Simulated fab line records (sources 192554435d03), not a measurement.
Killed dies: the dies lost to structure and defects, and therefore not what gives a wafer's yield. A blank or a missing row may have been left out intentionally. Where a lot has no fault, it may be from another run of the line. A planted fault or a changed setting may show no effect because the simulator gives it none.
fab line records    flow n5-finfet
record: lots: 3  wafers: 9  last-day: 19
route steps=1938 shown BEOL_M11@1590 BEOL_M12@1602
lots untouched by any fault: they come from a run of this same line in which no faults occurred
start-h: hours from the record's opening day to when the first of the lot's shown wafers began    wait-h: hours from the lot's prior step to this one    " the same as in the row above    L1.1+2: several wafers, shown together as one row    - either no value or no given start    * or withheld: withheld    < > ~ a bound
route shown NAME@n: NAME is a module with steps in the file, n the number in the route of the first one    usual: mean/standard deviation taken from wafers without a fault    same: alike in all rows    chamber/n: place in a boat    sites: each site's reading    _std_site: the values' standard deviation    _edge_site: outer sites' mean less inner sites'    radius-mm: for every site, how far away it sits from the centre of the wafer    mask NAME#n: copy n    behind: the tool/chamber that last shaped the wafer    hold: reason for holding the lot/hours on hold/outcome of the hold    device: the n, p or np transistor that did not switch    end of line: the tests these same wafers got at the end of their route    step lacking rows: just its recipe    killed: the dies lost at the first sort to structure and to defects; this is not the yield of the wafer    map: a wafer's dies, x killed, . not, _ none there
set.NAME: the run value of the setting; set.NAME@STEP: its run value at that earlier step    model.NAME: the simulator's own value behind a step, which no gauge read
a table for each step, a row for each wafer; lots at some steps of the route
services: when a tool's chamber went out of use (start-h, in hours from the record's first day, below 0 if earlier), for how many hours, and the reason
== steps ==
step: N5_BEOL_M11_ALD_74
recipe: material: TaN  target-thk-a: 20  temp-c: 275  ald-precursor-family: PDMAT  ald-co-reactant: NH3  pressure-torr: 3  carrier-flow-sccm: 1500  pulse-time-s: 2  purge-time-s: 3  co-reactant-purge-time-s: 2  co-reactant-pulse-time-s: 3  ald-cycles: 40  precursor-vessel-temp-c: 75  precursor-vessel-pressure-torr: 26.25  precursor-vessel-carrier-sccm: 1000
step: N5_BEOL_M11_SURFACE_TREAT_76
recipe: gas: Ar  time-s: *  ion-energy-ev: *  ion-current-ma-cm2: 0.5  pressure-mtorr: *  ar-flow-sccm: 30
step: N5_BEOL_M11_CVD_75
recipe: material: Co  target-thk-a: 20  temp-c: withheld  precursor: CCTBA/H2  pressure-torr: 30  time-s: 138.9
step: N5_BEOL_M11_SPUTTER_48
recipe: material: Cu  target-thk-a: 120  temp-c: -20  bias-v: 60  power-w: 26000  chamber-pressure-pa: 0.13  time-s: 2
step: N5_BEOL_M11_ECD_50
recipe: material: Cu  target-thk-a: 3180
step: N5_BEOL_M11_ANNEAL_51
recipe: temp-c: 225  time-s: 90  ambient: N2
step: N5_BEOL_M11_CMP_52
recipe: stop-on: SiCOH_lowk  t-overpolish-s: 7  down-force-psi: 1  platen-rpm: 50  clearing-platen-down-force-psi: 1.5  clearing-platen-rpm: 50  post-cmp-clean: cu-alkaline  target-thk-nm: 140  clearing-platen-pad-velocity-m-s: 0.99484  pad-velocity-m-s: 0.99484
step: N5_BEOL_M11_PRE_CLEAN_55
recipe: gas: NH3  time-s: 15  temp-c: withheld  rf-power-w: 300
step: N5_BEOL_M11_DEP_56
recipe: material: SiCN  target-thk-a: 300  temp-c: withheld  precursor: 3MS/NH3  pressure-torr: 3  rf-w: 675  time-s: 10.5
step: N5_BEOL_M12_ILD_DEP_00
recipe: material: SiOC  target-thk-a: 6589.2  temp-c: 350  precursor: DEMS/O2  pressure-torr: 5  rf-w: 500  time-s: 130.7
usual: heater-power-w: 440/73  run-length-s: 176.0/0.51  showerhead-plenum-p-Torr: 5.699/0.017  throttle-valve-pct: 12.1/0.75
lot.wafer  tool      chamber  start-h  wait-h  heater-power-w  run-length-s  showerhead-plenum-p-Torr  throttle-valve-pct  model.SiOC_of_BEOL_M12_ILD_DEP_00.thk-nm
L544.2     pecvd-04  1        253.98   0.0     535             175.8         5.720                     12.5                654.4
L544.3     "         2        "        "       354             175.8         5.695                     12.0                659.6
L544.6     "         0        "        "       427             176.4         5.703                     11.7                663.2
L562.1     pecvd-04  1        375.38   0.0     437             197.2         5.714                     12.4                762.2
L562.2     "         0        "        "       447             177.3         5.676                     11.7                648.2
L562.4     "         1        "        "       456             197.1         5.723                     12.6                767.8
L566.1     pecvd-02  2        409.68   0.0     574             176.5         5.715                     11.1                650.2
L566.3     "         1        "        "       511             175.9         5.692                     13.8                648
L566.5     "         2        "        "       581             176.3         5.714                     10.7                660.4
step: N5_BEOL_M12_THK_MEAS_01
recipe: reads: SiOC_of_BEOL_M12_ILD_DEP_00
usual: M12_ILD_THK: 658/8.2
lot.wafer  tool           chamber  start-h  wait-h  M12_ILD_THK[nm]
L544.2     film-metro-02  -        254.11   0.1     654
L544.3     "              -        "        "       660
L544.6     "              -        "        "       663
L562.1     film-metro-01  -        375.51   0.1     762
L562.2     "              -        "        "       649
L562.4     "              -        "        "       768
L566.1     film-metro-02  -        409.81   0.1     651
L566.3     "              -        "        "       648
L566.5     "              -        "        "       660
step: N5_BEOL_M12_COAT_58
recipe: resist: BARC  temp-c: 205  time-s: 60  spin-rpm: 1500  resist-thk-nm: 89
step: N5_BEOL_M12_COAT_04
recipe: spin-rpm: 1625  resist-thk-nm: 400
step: N5_BEOL_M12_EBR_06
recipe: solvent: PGMEA  ebr-width-mm: 1.5
step: N5_BEOL_M12_SOFTBAKE_05
recipe: temp-c: 130  time-s: 60
step: N5_BEOL_M12_EXPOSE_07
recipe: mask-id: V11  na: 0.93  source-shape: conventional  sigma-outer: 0.6  polarization: unpolarized  attpsm-phase-deg: 180  dose-mj: 32.5
step: N5_BEOL_M12_PEB_08
recipe: peb-temp-c: 130  peb-time-s: 90
step: N5_BEOL_M12_DEVELOP_09
recipe: develop-time-s: 45  rinse-liquid: diw  dry: air-spin  dev-temp-c: 21
step: N5_BEOL_M12_HARDBAKE_14
recipe: temp-c: 130  time-s: 120
step: N5_BEOL_M12_DESCUM_15
recipe: chemistry: O2  time-s: 7.9  source-power-w: 50  bias-power-w: 20  pressure-mtorr: 20  rf-frequency-hz: 2.712e+07  temp-c: 40  o2-flow-sccm: 225
step: N5_BEOL_M12_ETCH_59
recipe: chemistry: N2/H2  target: BARC  target-depth-a: 890  overetch-a: 267  time-s: 67.9  ion-energy-ev: 200  pressure-mtorr: 30  source-w: 840  bias-w: 150  n2-flow-sccm: 200  h2-flow-sccm: 200
step: N5_BEOL_M12_VIA_ETCH_16
recipe: chemistry: C4F8/O2/Ar  target: SiOC  pressure-mtorr: 30  source-w: 3000  bias-w: 700  Ar_flow_sccm: 400  C4F8_flow_sccm: 15  O2_flow_sccm: 8  he-inner-torr: 15  he-outer-torr: 30  target-depth-a: 7248  time-s: withheld  ion-energy-ev: 250  ends: cleared
usual: O2_flow_sccm: 7.999/0.022  drypump-motor-current-A: 5.9/0.39  oes-product-au: 0.72/0.071  rf-vpp-V: 666/4.2  showerhead-plenum-p-Torr: 3.46/0.15  throttle-valve-pct: 24.09/0.19
lot.wafer  tool         chamber  start-h  wait-h  O2_flow_sccm  drypump-motor-current-A  oes-product-au  rf-vpp-V  showerhead-plenum-p-Torr  throttle-valve-pct  model.etch.depth-nm  model.coat_of_BEOL_M12_COAT_04.thk-nm
L544.2     rie-diel-02  1        254.78   0.0     7.976         5.5                      0.70            669       3.59                      24.22               654.3                127.4
L544.3     "            2        "        "       7.951         6.4                      0.85            666       3.34                      23.96               659.6                124.6
L544.6     "            3        "        "       8.008         5.9                      0.64            669       3.50                      23.93               663.1                125.2
L562.1     rie-diel-05  3        375.99   0.0     7.977         6.3                      0.79            667       3.47                      24.09               762.2                91.6
L562.2     "            0        "        "       8.014         5.6                      0.63            667       3.50                      24.02               648.3                127.2
L562.4     "            2        "        "       7.972         5.8                      0.73            671       3.60                      24.21               767.8                90.6
L566.1     rie-diel-02  1        410.29   0.0     8.009         5.5                      0.67            668       3.56                      24.29               650.2                128
L566.3     "            2        "        "       8.015         6.4                      0.77            663       3.31                      24.04               648                  126.2
L566.5     "            1        "        "       8.048         5.5                      0.67            669       3.56                      24.28               660.4                123.8
step: N5_BEOL_M12_STRIP_63
recipe: chemistry: N2/H2  power-w: 1000  temp-c: 250  h2-frac: 0.65  overash-fraction: 0.3  pressure-mtorr: 1000  n2-flow-sccm: 1750  h2-flow-sccm: 3250
usual: drypump-motor-current-A: 5.34/0.28  heater-power-w: 349/17  oes-product-au: 0.694/0.0044  strip-time-to-endpoint-s: 42.7/0.81
lot.wafer  tool             chamber  start-h  wait-h  drypump-motor-current-A  heater-power-w  oes-product-au  rf-hours-counter-h  strip-time-to-endpoint-s
L544.2     plasma-asher-01  1        254.98   -       5.61                     371             0.697           122                 43.7
L544.3     "                1        "        "       5.59                     372             0.695           -                   42.9
L544.6     "                0        "        "       5.01                     326             0.692           -                   43.1
L562.1     plasma-asher-01  1        376.19   -       5.66                     367             0.683           147                 33.8
L562.2     "                0        "        "       5.02                     336             0.694           147                 43.6
L562.4     "                0        "        "       5.02                     328             0.685           -                   33.6
L566.1     plasma-asher-01  1        410.49   -       5.66                     366             0.692           154                 43.8
L566.3     "                0        "        "       4.99                     330             0.693           -                   43.4
L566.5     "                0        "        "       5.00                     339             0.695           -                   42.7
step: N5_BEOL_M12_STRIP_64
recipe: chemistry: N2/H2  power-w: 1000  temp-c: 250  h2-frac: 0.65  overash-fraction: 0.3  pressure-mtorr: withheld  n2-flow-sccm: 1750  h2-flow-sccm: 3250
step: N5_BEOL_M12_STRIP_71
recipe: chemistry: post-etch-residue-remover  time-s: 60  temp-c: 25  remover-ph: withheld  remover-water-wt-pct: withheld  remover-fluoride-wt-pct: withheld
step: N5_BEOL_M12_SRD_72
recipe: time-s: 30  temp-c: 23  rinse-liquid: diw  dry: n2-spin  spin-rpm: 1500  dry-time-s: 30
step: N5_BEOL_M12_COAT_65
recipe: resist: SOC  temp-c: 250  time-s: 60  spin-rpm: 1500  resist-thk-nm: 300
step: N5_BEOL_M12_COAT_66
recipe: resist: SiARC  temp-c: 220  time-s: 60  spin-rpm: 1500  resist-thk-nm: 110
step: N5_BEOL_M12_COAT_22
recipe: spin-rpm: 2888  resist-thk-nm: 300
step: N5_BEOL_M12_EBR_24
recipe: solvent: PGMEA  ebr-width-mm: 1.5
step: N5_BEOL_M12_SOFTBAKE_23
recipe: temp-c: 130  time-s: 60
step: N5_BEOL_M12_EXPOSE_25
recipe: mask-id: M12  na: 0.93  source-shape: conventional  sigma-outer: 0.4  polarization: unpolarized  dose-mj: 21.8
step: N5_BEOL_M12_PEB_26
recipe: peb-temp-c: 130  peb-time-s: 90
step: N5_BEOL_M12_DEVELOP_27
recipe: develop-time-s: 45  rinse-liquid: diw  dry: air-spin  dev-temp-c: 21
step: N5_BEOL_M12_HARDBAKE_32
recipe: temp-c: 130  time-s: 120
step: N5_BEOL_M12_CMP_49
recipe: stop-on: SiOC  t-overpolish-s: 20.6  down-force-psi: 1  platen-rpm: 50  clearing-platen-down-force-psi: 1.5  clearing-platen-rpm: 50  post-cmp-clean: cu-alkaline  target-thk-nm: 320  clearing-platen-pad-velocity-m-s: 0.99484  pad-velocity-m-s: 0.99484
usual: motor-current-A: 5.9/0.5  slurry-filter-dp-kPa: 13.52/0.16
lot.wafer  tool    chamber  start-h  wait-h  motor-current-A  slurry-filter-dp-kPa  model.SiOC_of_BEOL_M12_ILD_DEP_00.thk-nm
L544.3     cmp-01  0        259.25   0.2     5.8              13.52                 599.6
L544.2     "       3        "        "       5.3              13.49                 593.8
L544.6     "       0        "        "       5.5              13.18                 603.4
L562.4     cmp-02  2        383.91   0.1     6.1              13.58                 708.2
L562.1     "       3        "        "       6.0              13.15                 702.2
L562.2     "       1        "        "       5.5              13.51                 589
L566.1     cmp-02  3        416.37   0.3     6.0              13.58                 590.8
L566.3     "       0        "        "       5.8              13.15                 588.2
L566.5     "       0        "        "       5.6              13.29                 602
== services ==
tool         chamber  start-h  hours  kind
cmp-02       -        231.28   -      consumable-replace:conditioner
cmp-02       -        231.28   -      consumable-replace:pad
cmp-01       -        237.79   4.0    pm
cmp-01       -        241.79   -      consumable-replace:conditioner
cmp-01       -        241.79   -      consumable-replace:pad
cmp-02       -        248.20   7.1    repair
pecvd-04     0        256.22   2.1    scheduled-down
pecvd-02     0        259.09   5.5    scheduled-down
pecvd-04     2        264.65   2.1    scheduled-down
rie-diel-05  0        267.67   7.6    repair
cmp-02       -        278.99   1.1    repair
cmp-02       -        289.69   5.1    repair
pecvd-02     0        298.21   2.1    scheduled-down
pecvd-04     1        317.67   5.5    scheduled-down
rie-diel-02  3        321.37   8.5    repair
pecvd-02     1        325.62   5.5    scheduled-down
pecvd-02     1        333.33   8.4    repair
cmp-02       -        336.76   0.9    repair
rie-diel-05  3        337.33   15.2   repair
cmp-01       -        343.50   0.9    repair
pecvd-04     0        344.39   3.6    repair
rie-diel-02  1        356.92   13.5   repair
cmp-02       -        406.27   0.6    repair
cmp-02       -        412.07   1.2    repair
== key ==
first-sign: step: N5_BEOL_M12_ILD_DEP_00  reading: run-length-s  direction: up  sigmas: 41  usual: *  struck: *
effect: step: N5_BEOL_M12_THK_MEAS_01  reading: M12_ILD_THK  direction: up  sigmas: 13  usual: 658  struck: 765
effect: step: N5_BEOL_M12_STRIP_63  reading: strip-time-to-endpoint-s  direction: down  sigmas: 11  usual: *  struck: *
model-effect: step: N5_BEOL_M12_ILD_DEP_00  value: SiOC_of_BEOL_M12_ILD_DEP_00.thk-nm  without: 655.6  struck: 765
model-effect: step: N5_BEOL_M12_VIA_ETCH_16  value: etch.depth-nm  without: 655.6  struck: 765
model-effect: step: N5_BEOL_M12_CMP_49  value: SiOC_of_BEOL_M12_ILD_DEP_00.thk-nm  without: 595.7  struck: 705.2
met-at N5_BEOL_M12_ILD_DEP_00
struck-wafers L562.1,L562.4
onset-between 253.98 375.38
fault: kind: process-parameter-drift  tool: pecvd-04  chamber: 1  onset-h: 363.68  steps: N5_BEOL_M12_ILD_DEP_00  channel: time-s  offset: *  shape: step  end-h: 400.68  acts-in: *  stated: *
